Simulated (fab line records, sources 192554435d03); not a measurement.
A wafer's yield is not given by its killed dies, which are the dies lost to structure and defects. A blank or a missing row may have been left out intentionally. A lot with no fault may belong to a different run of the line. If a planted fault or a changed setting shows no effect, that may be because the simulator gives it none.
Lot-split experiment -- flow n5_finfet -- on a route of 1938 steps: 7 lots, 21 wafers read

## THE SPLIT ITSELF
At N5_BEOL_M8_EXPOSE_08 (exposes mask M8), the setting dose_mj was moved away from the recipe's 68.25 on 6 of the 21 wafers read, by -7.3% to +6.4%. All remaining wafers had this setting at the recipe value.

## FROM THE SPLIT TO THE READING: what the file shows between them, 15 steps
- N5_BEOL_M8_PEB_09: peb time 60 s
- N5_BEOL_M8_DEVELOP_10: develop time 30 s
- N5_BEOL_M8_CD_MEAS_11: target cd 38.5 nm
- N5_BEOL_M8_DESCUM_16: chemistry O2, time 7.9 s
- N5_BEOL_M8_ETCH_61: etches SiARC in CF4, target depth 45.5 nm, time 75.8 s
- N5_BEOL_M8_ETCH_62: etches SOC in N2/H2, target depth 110 nm, overetch 22 nm, time 165 s
- N5_BEOL_M8_STRIP_68: strips in N2/H2
- N5_BEOL_M8_STRIP_67: strips in CF4
- N5_BEOL_M8_HM_OPEN_17: chemistry Cl2/BCl3, target TiN, target depth 20 nm, overetch 6 nm
- N5_BEOL_M8_STRIP_19: strips in O2
- N5_BEOL_M8_CD_MEAS_18: pitch 80 nm, target cd 40 nm
- N5_BEOL_M8_COAT_63: time 60 s, resist thk 60 nm
- N5_BEOL_M8_COAT_64: time 60 s, resist thk 12 nm
- N5_BEOL_M8_PRECLEAN_42: cleans in residue remover, time 60 s
- N5_BEOL_M8_SRD_43: time 30 s

## THE READING
At N5_BEOL_M8_CD_MEAS_35: cd_nm in nanometres, against a target cd of 40 nm. Fault-free wafers of this fab line usually give 40.0 nm, standard deviation 0.56 nm.

wafer,"tool, chamber at the split",dose_mj as run,against the recipe,"cd_nm, nm",against lot-mates on the recipe
L078.2,"arfi_scanner-03, 0",68.25,recipe,39.6,-
L078.4,"arfi_scanner-03, 0",68.25,recipe,39.7,-
L078.5,"arfi_scanner-03, 0",68.25,recipe,39.9,-
L077.1,"arfi_scanner-01, 0",72.65,+6.4%,42.3,+1.8
L077.2,"arfi_scanner-01, 0",68.25,recipe,40.1,-
L077.4,"arfi_scanner-01, 0",68.25,recipe,40.9,-
L080.1,"arfi_scanner-03, 0",63.26,-7.3%,36.0,no lot-mate on the recipe
L080.2,"arfi_scanner-03, 0",63.26,-7.3%,35.8,no lot-mate on the recipe
L080.5,"arfi_scanner-03, 0",63.26,-7.3%,36.1,no lot-mate on the recipe
L096.3,"arfi_scanner-02, 0",68.25,recipe,40.4,-
L096.4,"arfi_scanner-02, 0",68.25,recipe,40.1,-
L096.6,"arfi_scanner-02, 0",72.06,+5.6%,43.3,+3.0
L090.2,"arfi_scanner-02, 0",71.77,+5.2%,43.1,+2.8
L090.3,"arfi_scanner-02, 0",68.25,recipe,40.6,-
L090.5,"arfi_scanner-02, 0",68.25,recipe,40.1,-
L097.1,"arfi_scanner-01, 0",68.25,recipe,40.5,-
L097.2,"arfi_scanner-01, 0",68.25,recipe,40.6,-
L097.5,"arfi_scanner-01, 0",68.25,recipe,40.8,-
L092.3,"arfi_scanner-02, 0",68.25,recipe,40.8,-
L092.4,"arfi_scanner-02, 0",68.25,recipe,40.1,-
L092.6,"arfi_scanner-02, 0",68.25,recipe,40.9,-

THE FIT
A straight line over all 21 wafers: cd_nm changes by +0.534 nm for each +1% of dose_mj; r = +0.97; the points scatter about the line by 0.52 nm.
The same after taking each lot's own level away (the mean of its wafers on the recipe; 18 wafers): +0.429 nm for each +1%; r = +0.92; scatter 0.4 nm.
On that fit, the largest move of dose_mj shifts the reading by 3.1 nm.
Measured against the standard deviation above, the lots' own levels, which go from 39.73 to 40.63 nm, span 1.6 times it.
Hence the slope depends on the lot-to-lot level, as the two fits are not the same.
Check: +3.48 nm against its lot-mates is what the line predicts for one of the wafers moved furthest among these (+6.4%) when that wafer is left out of the fit. Against them it came out at +1.8 nm.

## THESE WAFERS: OTHER SPLITS
Note: prior to the reading, these wafers also went through further splits. Each is held against what the fit with the lots' levels taken away leaves over:
other split on the same wafers,wafers away from the commonest value,r with cd_nm (lot level and that fit taken away)
N5_BEOL_M6_DESCUM_33 time_s,6,-0.23
N5_BEOL_M7_EXPOSE_25 dose_mj,9,+0.22
N5_BEOL_M8_PECVD_70 temp_c,3,-0.13

## THE WHOLE CHAIN: every reading that the file lists as answering this split, in the file's order
step,what it does,reading,change (the file's fit),r (the file's)
N5_BEOL_M8_CD_MEAS_11,target cd 38.5 nm,cd_nm,+0.355 nm for each +1% of the setting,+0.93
N5_BEOL_M8_ETCH_61,"etches SiARC in CF4, target depth 45.5 nm, time 75.8 s","BEOL_M8.cd_offset_nm (the simulator's own value, which no gauge read)",+0.394 nm for each +1% of the setting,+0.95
N5_BEOL_M8_ETCH_62,"etches SOC in N2/H2, target depth 110 nm, overetch 22 nm, time 165 s","BEOL_M8.cd_offset_nm (the simulator's own value, which no gauge read)",+0.412 nm for each +1% of the setting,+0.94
N5_BEOL_M8_CD_MEAS_18,"pitch 80 nm, target cd 40 nm",cd_nm,+0.427 nm for each +1% of the setting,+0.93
N5_BEOL_M8_CD_MEAS_35,target cd 40 nm,cd_nm,+0.43 nm for each +1% of the setting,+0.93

## THE FILE'S OWN FIT
cd_nm changes by +0.43 nm for each +1% of dose_mj, r = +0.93.
